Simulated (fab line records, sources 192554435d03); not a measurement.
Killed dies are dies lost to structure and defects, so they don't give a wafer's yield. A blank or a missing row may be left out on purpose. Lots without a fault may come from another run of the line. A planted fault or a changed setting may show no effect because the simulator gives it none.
A struck lot beside a sound one | flow n5_finfet | 15 steps out of a route of 1938
Sound: wafers L600.1, L600.2, L600.5. Struck: wafer L612.4. (L612.1, L612.3 of the same lot were not struck and are left out.) The cause comes at the end.
At each step with rows: each side's tool, then ch and its chambers, then its first start. Under that, the readings that differ: sound wafers | struck wafers | difference of the means | sigmas: that difference in standard deviations of wafers without a fault.
alike: readings whose means differ by less than 2 such deviations, and words and numbers that are the same on both sides. not compared: withheld readings, readings that some wafer has no value for, bounds like >300 that may hide the same value, and numbers for which the record gives no deviation and whose values overlap.
The two part at a step that has a row with sigmas, a row that says differs or no value, or rows on one side only. Numbers that don't overlap but have no deviation are shown without sigmas and don't part them. A reading that every wafer of one side lacks parts them only if that side has two wafers or more.

N5_BEOL_M10_CURE_72: cures SiCOH lowk, time 120 s.
  sound on uv_cure-02 ch 1, day 12 03:17; struck on uv_cure-03 ch 2, day 15 09:51
  alike: lamp_power_pct, wafer_temp_C_max
N5_BEOL_M10_DEGAS_44: time 60 s.
  sound on pvd_sputter-01, day 12 03:55; struck on pvd_sputter-01, day 15 10:29
  reading            | sound       | struck | difference | sigmas
  heater_power_w (W) | 338 273 296 | 376    | +74        | +2
N5_BEOL_M10_PRE_CLEAN_45: time 30 s.
  sound on pvd_sputter-01, day 12 03:57; struck on pvd_sputter-01, day 15 10:31
  reading            | sound       | struck | difference | sigmas
  heater_power_w (W) | 337 280 305 | 377    | +70        | +2
then, 1 step without rows for these wafers: N5_BEOL_M10_ALD_74 (deposits TaN, target thk 2 nm, pulse time 2 s, purge time 3 s).
N5_BEOL_M10_SURFACE_TREAT_76:
  sound on pvd_sputter-03, day 12 04:17; struck on pvd_sputter-02, day 15 10:54
  not compared: throttle_valve_pct
then, 1 step without rows for these wafers: N5_BEOL_M10_CVD_75 (deposits Co from CCTBA/H2, target thk 2 nm, time 138.9 s).
N5_BEOL_M10_SPUTTER_48: material Cu, target thk 12 nm, time 2 s.
  sound on pvd_sputter-03, day 12 04:28; struck on pvd_sputter-01, day 15 11:12
  alike: substrate_temp_c, throttle_valve_pct
then, 3 steps without rows for these wafers: N5_BEOL_M10_ECD_50 (material Cu, target thk 318 nm); N5_BEOL_M10_ANNEAL_51 (time 90 s); N5_BEOL_M10_CMP_52 (polishes, stops on SiCOH lowk, t overpolish 7 s, target thk 140 nm).
N5_BEOL_M10_THK_MEAS_53: measures by xrf.
  sound on film_metro-01, day 12 05:17; struck on film_metro-02, day 15 12:13
  alike: M10_THK
then, 1 step without rows for these wafers: N5_BEOL_M10_PRE_CLEAN_55 (time 15 s).
N5_BEOL_M10_DEP_56: deposits SiCN from 3MS/NH3, target thk 15 nm, time 26.5 s.
  sound on pecvd-02 ch 0,1,2, day 12 05:21; struck on pecvd-02 ch 0, day 15 12:17
  reading                                   | sound        | struck | difference | sigmas
  model.SiCN_of_BEOL_M10_DEP_56.thk_nm (nm) | 14.4 15 14.4 | 7.6    | -7.0       |
  alike: showerhead_plenum_p_Torr, showerhead_vpp_V, throttle_valve_pct
N5_BEOL_M10_RS_MEAS_57: measures by four-point-probe.
  sound on film_metro-01, day 12 05:25; struck on film_metro-02, day 15 12:22
  alike: M10_RS
N5_PASSIVATION_PROBE_49:
  the record has rows for the sound wafers here (prober-02, day 13 22:32) and none for the struck ones

WHERE THEY PART
First at N5_BEOL_M10_DEGAS_44; last, within this record, at N5_PASSIVATION_PROBE_49.

WHY: what the simulator had put in
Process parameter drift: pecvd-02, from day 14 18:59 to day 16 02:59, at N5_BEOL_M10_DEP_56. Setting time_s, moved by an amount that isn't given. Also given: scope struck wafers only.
